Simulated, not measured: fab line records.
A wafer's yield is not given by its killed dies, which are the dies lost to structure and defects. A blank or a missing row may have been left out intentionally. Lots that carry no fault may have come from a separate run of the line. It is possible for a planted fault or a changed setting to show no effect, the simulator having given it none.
Which tool did it? || flow n5 finfet || 27 wafers from 10 lots sampled at 5 of the route's 1938 steps

== WHAT THE GAUGES READ, wafer by wafer ==
N5_BEOL_M4_RC_MEAS_101. Usual: DIBL_N 36.8 mV/V, standard deviation 2.2; DIBL_P 37.1 mV/V, standard deviation 2.8; IOFF_N 0.17 nA/um, standard deviation 0.04; IOFF_P 0.22 nA/um, standard deviation 0.049; ION_N 672 uA/um, standard deviation 16; ION_P 460 uA/um, standard deviation 9.2; SS_N 71.6 mV/dec, standard deviation 0.69; SS_P 73.5 mV/dec, standard deviation 0.78; VT_N 249 mV, standard deviation 3.6; VT_P -250 mV, standard deviation 3.9.
{"lot": "L416", "measured": "day 7 14:53", "on": "prober-01", "DIBL_N (mV/V)": "34.6 39.5 40.4", "DIBL_P (mV/V)": "32.9 37.6 38.7", "IOFF_N (nA/um)": "0.13 0.21 0.24", "IOFF_P (nA/um)": "0.15 0.21 0.22", "ION_N (uA/um)": "677 667 674", "ION_P (uA/um)": "457 451 450", "SS_N (mV/dec)": "71.2 72.4 72.4", "SS_P (mV/dec)": "72.6 74.0 73.6", "VT_N (mV)": "251 249 247", "VT_P (mV)": "-253 -253 -254", "flag": ""}
{"lot": "L418", "measured": "day 8 09:48", "on": "prober-02", "DIBL_N (mV/V)": "35.8 37.0 36.4", "DIBL_P (mV/V)": "33.7 36.1 35.2", "IOFF_N (nA/um)": "0.13 0.14 0.14", "IOFF_P (nA/um)": "0.16 0.19 0.18", "ION_N (uA/um)": "652 650 658", "ION_P (uA/um)": "444 448 447", "SS_N (mV/dec)": "71.7 72.7 72.3", "SS_P (mV/dec)": "73.2 73.2 72.8", "VT_N (mV)": "256 258 253", "VT_P (mV)": "-257 -255 -256", "flag": ""}
{"lot": "L420", "measured": "day 8 11:29", "on": "prober-01", "DIBL_N (mV/V)": "38.7 37.9 39.3", "DIBL_P (mV/V)": "39.2 38.7 41.2", "IOFF_N (nA/um)": "0.19 0.18 0.21", "IOFF_P (nA/um)": "0.25 0.24 0.31", "ION_N (uA/um)": "684 680 684", "ION_P (uA/um)": "468 468 468", "SS_N (mV/dec)": "71.9 72.0 72.5", "SS_P (mV/dec)": "74.3 73.4 74.8", "VT_N (mV)": "246 245 245", "VT_P (mV)": "-246 -248 -247", "flag": ""}
{"lot": "L421", "measured": "day 9 05:04", "on": "prober-02", "DIBL_N (mV/V)": "36.1 37.4", "DIBL_P (mV/V)": "34.9 35.9", "IOFF_N (nA/um)": "0.16 0.16", "IOFF_P (nA/um)": "0.19 0.20", "ION_N (uA/um)": "670 672", "ION_P (uA/um)": "455 454", "SS_N (mV/dec)": "70.3 71.9", "SS_P (mV/dec)": "73.5 73.1", "VT_N (mV)": "245 251", "VT_P (mV)": "-252 -250", "flag": ""}
{"lot": "L423", "measured": "day 9 15:49", "on": "prober-02", "DIBL_N (mV/V)": "39.7 41.1 41.0", "DIBL_P (mV/V)": "40.3 40.2 41.1", "IOFF_N (nA/um)": "0.22 0.22 0.23", "IOFF_P (nA/um)": "0.27 0.25 0.27", "ION_N (uA/um)": "696 664 691", "ION_P (uA/um)": "471 456 469", "SS_N (mV/dec)": "72.1 71.5 72.2", "SS_P (mV/dec)": "74.9 73.9 74.3", "VT_N (mV)": "244 246 244", "VT_P (mV)": "-250 -250 -247", "flag": ""}
{"lot": "L427", "measured": "day 10 10:10", "on": "prober-01", "DIBL_N (mV/V)": "32.9 37.9", "DIBL_P (mV/V)": "31.9 39.1", "IOFF_N (nA/um)": "0.10 0.19", "IOFF_P (nA/um)": "0.13 0.24", "ION_N (uA/um)": "647 674", "ION_P (uA/um)": "440 455", "SS_N (mV/dec)": "70.6 71.9", "SS_P (mV/dec)": "71.9 74.7", "VT_N (mV)": "260 247", "VT_P (mV)": "-257 -251", "flag": ""}
{"lot": "L426", "measured": "day 10 13:55", "on": "prober-01", "DIBL_N (mV/V)": "36.7 37.1 39.9", "DIBL_P (mV/V)": "36.7 37.2 41.2", "IOFF_N (nA/um)": "0.16 0.16 0.23", "IOFF_P (nA/um)": "0.19 0.21 0.28", "ION_N (uA/um)": "673 669 689", "ION_P (uA/um)": "456 458 467", "SS_N (mV/dec)": "71.1 71.2 72.2", "SS_P (mV/dec)": "73.2 73.7 74.4", "VT_N (mV)": "248 249 243", "VT_P (mV)": "-253 -250 -248", "flag": ""}
{"lot": "L429", "measured": "day 11 02:58", "on": "prober-02", "DIBL_N (mV/V)": "33.8 36.5 32.0", "DIBL_P (mV/V)": "33.3 36.7 31.2", "IOFF_N (nA/um)": "0.12 0.15 0.10", "IOFF_P (nA/um)": "0.21 0.27 0.18", "ION_N (uA/um)": "645 659 656", "ION_P (uA/um)": "455 468 461", "SS_N (mV/dec)": "70.3 71.6 70.1", "SS_P (mV/dec)": "72.8 73.7 72.2", "VT_N (mV)": "253 252 255", "VT_P (mV)": "-248 -247 -248", "flag": ""}
{"lot": "L430", "measured": "day 11 14:58", "on": "prober-01", "DIBL_N (mV/V)": "37.3 36.9", "DIBL_P (mV/V)": "36.9 37.7", "IOFF_N (nA/um)": "0.17 0.17", "IOFF_P (nA/um)": "0.24 0.27", "ION_N (uA/um)": "691 687", "ION_P (uA/um)": "473 484", "SS_N (mV/dec)": "71.6 71.4", "SS_P (mV/dec)": "73.0 72.6", "VT_N (mV)": "249 248", "VT_P (mV)": "-243 -244", "flag": ""}
{"lot": "L439", "measured": "day 13 16:32", "on": "prober-01", "DIBL_N (mV/V)": "37.5 37.0 37.4", "DIBL_P (mV/V)": "38.1 37.6 38.8", "IOFF_N (nA/um)": "0.20 0.18 0.21", "IOFF_P (nA/um)": "0.27 0.27 0.29", "ION_N (uA/um)": "678 678 691", "ION_P (uA/um)": "460 468 465", "SS_N (mV/dec)": "72.5 71.6 72.0", "SS_P (mV/dec)": "73.3 73.6 72.6", "VT_N (mV)": "244 248 245", "VT_P (mV)": "-244 -244 -242", "flag": ""}

== EACH LOT AND THE TOOL THAT RAN IT (in order: tool; ch and the chambers of the sampled wafers; start) ==
{"lot": "L416", "N5_BEOL_M2_ETCH_70": "rie diel-05 ch 1,2, day 6 18:21", "N5_BEOL_M2_PRE_CLEAN_45": "pvd sputter-03, day 6 19:20", "N5_BEOL_M2_CVD_47": "cvd co-02 ch 0,1,2, day 6 19:50", "N5_BEOL_M2_ANNEAL_87": "pvd sputter-03, day 6 20:50"}
{"lot": "L418", "N5_BEOL_M2_ETCH_70": "rie diel-04 ch 0,1,3, day 7 06:53", "N5_BEOL_M2_PRE_CLEAN_45": "pvd sputter-03, day 7 08:01", "N5_BEOL_M2_CVD_47": "cvd co-01 ch 0,1,2, day 7 08:31", "N5_BEOL_M2_ANNEAL_87": "pvd sputter-03, day 7 09:25"}
{"lot": "L420", "N5_BEOL_M2_ETCH_70": "rie diel-04 ch 0,2,3, day 7 10:54", "N5_BEOL_M2_PRE_CLEAN_45": "pvd sputter-03, day 7 11:34", "N5_BEOL_M2_CVD_47": "cvd co-01 ch 1,2, day 7 13:45", "N5_BEOL_M2_ANNEAL_87": "pvd sputter-03, day 7 14:41"}
{"lot": "L421", "N5_BEOL_M2_ETCH_70": "rie diel-04 ch 0,3, day 8 02:16", "N5_BEOL_M2_PRE_CLEAN_45": "pvd sputter-02, day 8 03:13", "N5_BEOL_M2_CVD_47": "cvd co-01 ch 0,2, day 8 03:43", "N5_BEOL_M2_ANNEAL_87": "pvd sputter-02, day 8 04:36"}
{"lot": "L423", "N5_BEOL_M2_ETCH_70": "rie diel-05 ch 0,2,3, day 8 11:38", "N5_BEOL_M2_PRE_CLEAN_45": "pvd sputter-03, day 8 12:26", "N5_BEOL_M2_CVD_47": "cvd co-02 ch 0,1, day 8 12:48", "N5_BEOL_M2_ANNEAL_87": "pvd sputter-01, day 8 13:42"}
{"lot": "L427", "N5_BEOL_M2_ETCH_70": "rie diel-05 ch 0,3, day 9 09:03", "N5_BEOL_M2_PRE_CLEAN_45": "pvd sputter-02, day 9 09:43", "N5_BEOL_M2_CVD_47": "cvd co-02 ch 0,1, day 9 10:11", "N5_BEOL_M2_ANNEAL_87": "pvd sputter-02, day 9 11:05"}
{"lot": "L426", "N5_BEOL_M2_ETCH_70": "rie diel-04 ch 1,2, day 9 09:23", "N5_BEOL_M2_PRE_CLEAN_45": "pvd sputter-03, day 9 10:15", "N5_BEOL_M2_CVD_47": "cvd co-01 ch 0,1, day 9 10:37", "N5_BEOL_M2_ANNEAL_87": "pvd sputter-03, day 9 11:35"}
{"lot": "L429", "N5_BEOL_M2_ETCH_70": "rie diel-01 ch 0,1,3, day 10 00:10", "N5_BEOL_M2_PRE_CLEAN_45": "pvd sputter-02, day 10 01:11", "N5_BEOL_M2_CVD_47": "cvd co-02 ch 0,1,2, day 10 01:37", "N5_BEOL_M2_ANNEAL_87": "pvd sputter-01, day 10 02:32"}
{"lot": "L430", "N5_BEOL_M2_ETCH_70": "rie diel-05 ch 0,2, day 10 05:54", "N5_BEOL_M2_PRE_CLEAN_45": "pvd sputter-02, day 10 06:47", "N5_BEOL_M2_CVD_47": "cvd co-02 ch 0,2, day 10 07:12", "N5_BEOL_M2_ANNEAL_87": "pvd sputter-02, day 10 08:11"}
{"lot": "L439", "N5_BEOL_M2_ETCH_70": "rie diel-01 ch 0,1, day 12 11:25", "N5_BEOL_M2_PRE_CLEAN_45": "pvd sputter-03, day 12 12:12", "N5_BEOL_M2_CVD_47": "cvd co-01 ch 0,1, day 12 12:50", "N5_BEOL_M2_ANNEAL_87": "pvd sputter-01, day 12 13:45"}
- N5_BEOL_M2_ETCH_70: etches SOC in N2/H2, target depth 80 nm, overetch 24 nm, time 130 s.
- N5_BEOL_M2_PRE_CLEAN_45: time 30 s.
- N5_BEOL_M2_CVD_47: deposits Co from CCTBA/H2, target thk 3 nm, time 223.8 s.
- N5_BEOL_M2_ANNEAL_87: time 240 s.

== WHAT THE TOOLS THEMSELVES READ (means of the sampled wafers that have a number; where no wafer has one, the mark that the record gives instead) ==
N5_BEOL_M2_ETCH_70. Usual: drypump motor current A 5.3 A, standard deviation 0.49; n2 flow sccm 200.1 sccm, standard deviation 0.55; oes product au 0.58 a.u., standard deviation 0.071; rf vpp V 523.2 V, standard deviation 2.8; showerhead plenum p Torr 2.52 Torr, standard deviation 0.086; throttle valve pct 17.77 %, standard deviation 0.26.
{"lot": "L416", "tool": "rie diel-05", "drypump motor current A (A)": 5.6, "n2 flow sccm (sccm)": 199.9, "oes product au (a.u.)": 0.60, "rf vpp V (V)": 523.5, "showerhead plenum p Torr (Torr)": 2.53, "throttle valve pct (%)": 17.50, "flag": ""}
{"lot": "L418", "tool": "rie diel-04", "drypump motor current A (A)": 5.2, "n2 flow sccm (sccm)": 200.3, "oes product au (a.u.)": 0.51, "rf vpp V (V)": 522.5, "showerhead plenum p Torr (Torr)": 2.51, "throttle valve pct (%)": 18.08, "flag": ""}
{"lot": "L420", "tool": "rie diel-04", "drypump motor current A (A)": 5.2, "n2 flow sccm (sccm)": 199.9, "oes product au (a.u.)": 0.52, "rf vpp V (V)": 522.9, "showerhead plenum p Torr (Torr)": 2.52, "throttle valve pct (%)": 18.01, "flag": ""}
{"lot": "L421", "tool": "rie diel-04", "drypump motor current A (A)": 5.2, "n2 flow sccm (sccm)": 200.4, "oes product au (a.u.)": 0.51, "rf vpp V (V)": 524.3, "showerhead plenum p Torr (Torr)": 2.55, "throttle valve pct (%)": 18.15, "flag": ""}
{"lot": "L423", "tool": "rie diel-05", "drypump motor current A (A)": 5.3, "n2 flow sccm (sccm)": 200.1, "oes product au (a.u.)": 0.61, "rf vpp V (V)": 522.5, "showerhead plenum p Torr (Torr)": 2.50, "throttle valve pct (%)": 17.53, "flag": ""}
{"lot": "L427", "tool": "rie diel-05", "drypump motor current A (A)": 5.5, "n2 flow sccm (sccm)": 200.3, "oes product au (a.u.)": 0.60, "rf vpp V (V)": 520.8, "showerhead plenum p Torr (Torr)": 2.46, "throttle valve pct (%)": 17.67, "flag": ""}
{"lot": "L426", "tool": "rie diel-04", "drypump motor current A (A)": 5.3, "n2 flow sccm (sccm)": 200.5, "oes product au (a.u.)": 0.63, "rf vpp V (V)": 527.1, "showerhead plenum p Torr (Torr)": 2.62, "throttle valve pct (%)": 17.66, "flag": ""}
{"lot": "L429", "tool": "rie diel-01", "drypump motor current A (A)": 4.8, "n2 flow sccm (sccm)": 199.9, "oes product au (a.u.)": 0.63, "rf vpp V (V)": 524.0, "showerhead plenum p Torr (Torr)": 2.53, "throttle valve pct (%)": 17.61, "flag": ""}
{"lot": "L430", "tool": "rie diel-05", "drypump motor current A (A)": 5.6, "n2 flow sccm (sccm)": 200.5, "oes product au (a.u.)": 0.63, "rf vpp V (V)": 524.4, "showerhead plenum p Torr (Torr)": 2.53, "throttle valve pct (%)": 17.38, "flag": ""}
{"lot": "L439", "tool": "rie diel-01", "drypump motor current A (A)": 4.8, "n2 flow sccm (sccm)": 200.7, "oes product au (a.u.)": 0.56, "rf vpp V (V)": 523.7, "showerhead plenum p Torr (Torr)": 2.56, "throttle valve pct (%)": 17.83, "flag": ""}

N5_BEOL_M2_PRE_CLEAN_45. Usual: heater power w at 323 W, with a standard deviation of 26.
{"lot": "L416", "tool": "pvd sputter-03", "heater power w (W)": 304, "flag": ""}
{"lot": "L418", "tool": "pvd sputter-03", "heater power w (W)": 298, "flag": ""}
{"lot": "L420", "tool": "pvd sputter-03", "heater power w (W)": 331, "flag": ""}
{"lot": "L421", "tool": "pvd sputter-02", "heater power w (W)": 298, "flag": ""}
{"lot": "L423", "tool": "pvd sputter-03", "heater power w (W)": 317, "flag": ""}
{"lot": "L427", "tool": "pvd sputter-02", "heater power w (W)": 290, "flag": ""}
{"lot": "L426", "tool": "pvd sputter-03", "heater power w (W)": 307, "flag": ""}
{"lot": "L429", "tool": "pvd sputter-02", "heater power w (W)": 339, "flag": ""}
{"lot": "L430", "tool": "pvd sputter-02", "heater power w (W)": 324, "flag": ""}
{"lot": "L439", "tool": "pvd sputter-03", "heater power w (W)": 304, "flag": ""}

N5_BEOL_M2_CVD_47. Usual: chamber pressure Torr 30.00 Torr, standard deviation 0.064; run length s 246.8 s, standard deviation 0.55.
{"lot": "L416", "tool": "cvd co-02", "chamber pressure Torr (Torr)": 30.00, "run length s (s)": 247.3, "flag": ""}
{"lot": "L418", "tool": "cvd co-01", "chamber pressure Torr (Torr)": 29.95, "run length s (s)": 246.3, "flag": ""}
{"lot": "L420", "tool": "cvd co-01", "chamber pressure Torr (Torr)": 29.96, "run length s (s)": 246.4, "flag": ""}
{"lot": "L421", "tool": "cvd co-01", "chamber pressure Torr (Torr)": 30.02, "run length s (s)": 246.2, "flag": ""}
{"lot": "L423", "tool": "cvd co-02", "chamber pressure Torr (Torr)": 29.99, "run length s (s)": 247.3, "flag": ""}
{"lot": "L427", "tool": "cvd co-02", "chamber pressure Torr (Torr)": 29.99, "run length s (s)": 247.1, "flag": ""}
{"lot": "L426", "tool": "cvd co-01", "chamber pressure Torr (Torr)": 30.08, "run length s (s)": 246.7, "flag": ""}
{"lot": "L429", "tool": "cvd co-02", "chamber pressure Torr (Torr)": 30.01, "run length s (s)": 348.7, "flag": "OFF"}
{"lot": "L430", "tool": "cvd co-02", "chamber pressure Torr (Torr)": 30.03, "run length s (s)": 323.5, "flag": "OFF"}
{"lot": "L439", "tool": "cvd co-01", "chamber pressure Torr (Torr)": 29.98, "run length s (s)": 246.7, "flag": ""}

N5_BEOL_M2_ANNEAL_87. Usual: heater power w at 809 W, with a standard deviation of 66.
{"lot": "L416", "tool": "pvd sputter-03", "heater power w (W)": 775, "flag": ""}
{"lot": "L418", "tool": "pvd sputter-03", "heater power w (W)": 780, "flag": ""}
{"lot": "L420", "tool": "pvd sputter-03", "heater power w (W)": 810, "flag": ""}
{"lot": "L421", "tool": "pvd sputter-02", "heater power w (W)": 759, "flag": ""}
{"lot": "L423", "tool": "pvd sputter-01", "heater power w (W)": 838, "flag": ""}
{"lot": "L427", "tool": "pvd sputter-02", "heater power w (W)": 713, "flag": ""}
{"lot": "L426", "tool": "pvd sputter-03", "heater power w (W)": 752, "flag": ""}
{"lot": "L429", "tool": "pvd sputter-01", "heater power w (W)": 878, "flag": ""}
{"lot": "L430", "tool": "pvd sputter-02", "heater power w (W)": 832, "flag": ""}
{"lot": "L439", "tool": "pvd sputter-01", "heater power w (W)": 879, "flag": ""}

== THE ANSWER, worked out from the rows above alone ==
Rule: take the mean of a lot's wafers that have a number; if it is more than 3 standard deviations from the usual mean, the lot is off. A lot without any number at a reading at which 4 lots or more have one is off too. Where the step has rows for the other lots, those lots are counted as sound. The gauges are gone through in route order, then the tools' own readings, and for those a lot's mean is taken as printed above. At the first step where some lot is off, the reading lying furthest off is the one used; lots without a number count as furthest.
Off, at N5_BEOL_M2_CVD_47 on run length s: L429, L430.
If a tool, at that step or one of the process steps before it, ran each lot that is off and ran no sound lot following the first of them, it fits. Can't be told from this: 2 tools fit, pvd sputter-02 at N5_BEOL_M2_PRE_CLEAN_45, cvd co-02 at N5_BEOL_M2_CVD_47.

== WHAT THE SIMULATOR HAD INSERTED ==
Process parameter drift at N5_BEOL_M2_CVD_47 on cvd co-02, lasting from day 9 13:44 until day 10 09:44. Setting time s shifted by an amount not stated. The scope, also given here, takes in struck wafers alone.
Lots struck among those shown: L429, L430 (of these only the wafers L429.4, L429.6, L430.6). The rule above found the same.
